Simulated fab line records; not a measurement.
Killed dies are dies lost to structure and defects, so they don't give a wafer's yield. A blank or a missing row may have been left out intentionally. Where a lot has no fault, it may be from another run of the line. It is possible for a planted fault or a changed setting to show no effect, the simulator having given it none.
A lot that was struck, set against a sound lot :: flow nand_harc :: 15 steps out of a route of 1159
Sound: wafers L739.1, L739.4, L739.6. Struck: wafer L742.1 (L742.5, L742.6, from the same lot, were not struck and are left out); the cause is given at the end.
Per side, at each step with rows, come the tool, then ch with its chambers, and then its first start. Under that, the readings that differ: sound wafers :: struck wafers :: difference of the means :: sigmas: that difference in standard deviations of wafers without a fault.
alike: words and numbers the same on both sides, and readings whose means are apart by under 2 such deviations; not compared: readings that were withheld, readings missing a value for some wafer, numbers with overlapping values and no deviation given by the record, and bounds like >300 which may hide the same value.
The two part at a step that has a row with sigmas, a row that says differs or no value, or rows on one side only. Numbers that don't overlap but have no deviation are shown without sigmas and don't part them. Lack of a reading on every wafer of one side parts them only where that side has two or more wafers.

first, 1 step without rows for these wafers: NHARC_P_M1_ETCH_35 (etches the open film in N2/H2, target depth 40 nm, overetch 12 nm, time 43.94 s).
NHARC_P_M1_ETCH_15: etches the open film in C4F8/Ar, target depth 182.5 nm, time 91.2 s.
  sound on rie_diel-03 ch 0,2; struck on rie_diel-10 ch 1
  alike: chamber_pressure_mTorr, oes_product_au, rf_fwd_power_W, rf_vpp_V
  not compared: rf_hours_counter_h
NHARC_P_M1_CD_MEAS_16:
  sound on cd_sem-03 at day 6 11:56; struck on cd_sem-01 at day 6 18:47
  alike: cd_nm
then, 3 steps without rows for these wafers: NHARC_P_M1_STRIP_18 (strips in N2/H2); NHARC_P_M1_ETCH_28 (etches the open film in CF4/N2, target depth 30 nm, time 72.99 s); NHARC_P_M1_STRIP_19 (strips in post etch residue remover, time 600 s).
NHARC_P_M1_DEGAS_29: time 60 s.
  sound on pvd_sputter-01 at day 6 12:40; struck on pvd_sputter-02 at day 6 19:31
reading: heater_power_w (W)
sound: 359 405 357
struck: 297
difference: -77
sigmas: -2
then, 1 step without rows for these wafers: NHARC_P_M1_PRE_CLEAN_30 (time 30 s).
NHARC_P_M1_PVD_20: deposits TaN, target thk 5 nm, time 8.06 s.
  sound on pvd_sputter-01; struck on pvd_sputter-02
  alike: throttle_valve_pct
NHARC_P_M1_PVD_21: deposits Cu, target thk 30 nm, time 20.49 s.
  sound on pvd_sputter-01; struck on pvd_sputter-02
  alike: throttle_valve_pct
then, 1 step without rows for these wafers: NHARC_P_M1_ECD_22 (material Cu, target thk 400 nm).
NHARC_P_M1_ANNEAL_31: time 90 s.
  sound on rtp_anneal-02 ch 0, day 6 13:24; struck on rtp_anneal-02 ch 0, day 6 20:16
  alike: anneal_temp_c_max, wafer_temp_C_max
NHARC_P_M1_CMP_23: polishes, t overpolish 20 s, target thk 157.82 nm.
  sound on cmp-04 ch 2,3, day 6 13:45; struck on cmp-04 ch 2, day 6 20:36
reading: time_to_endpoint_s (s)
sound: 25.6 26.5 26.0
struck: 14.4
difference: -11.6
sigmas: -5
  alike: motor_current_A, slurry_filter_dp_kPa
  not compared: pad_life_wafers
NHARC_P_M1_THK_MEAS_24: measures by xrf.
  sound on film_metro-02 at day 6 14:04; struck on film_metro-02 at day 6 20:55
reading: thk_nm (nm)
sound: 155.7 156.5 156.1
struck: 148.2
difference: -7.9
sigmas: -5
following that, these wafers have no rows for 1 step: NHARC_P_M1_SRD_25.

## WHERE THEY PART
Earliest at NHARC_P_M1_DEGAS_29; latest, in this record, at NHARC_P_M1_THK_MEAS_24.

WHY: whatever the simulator had introduced
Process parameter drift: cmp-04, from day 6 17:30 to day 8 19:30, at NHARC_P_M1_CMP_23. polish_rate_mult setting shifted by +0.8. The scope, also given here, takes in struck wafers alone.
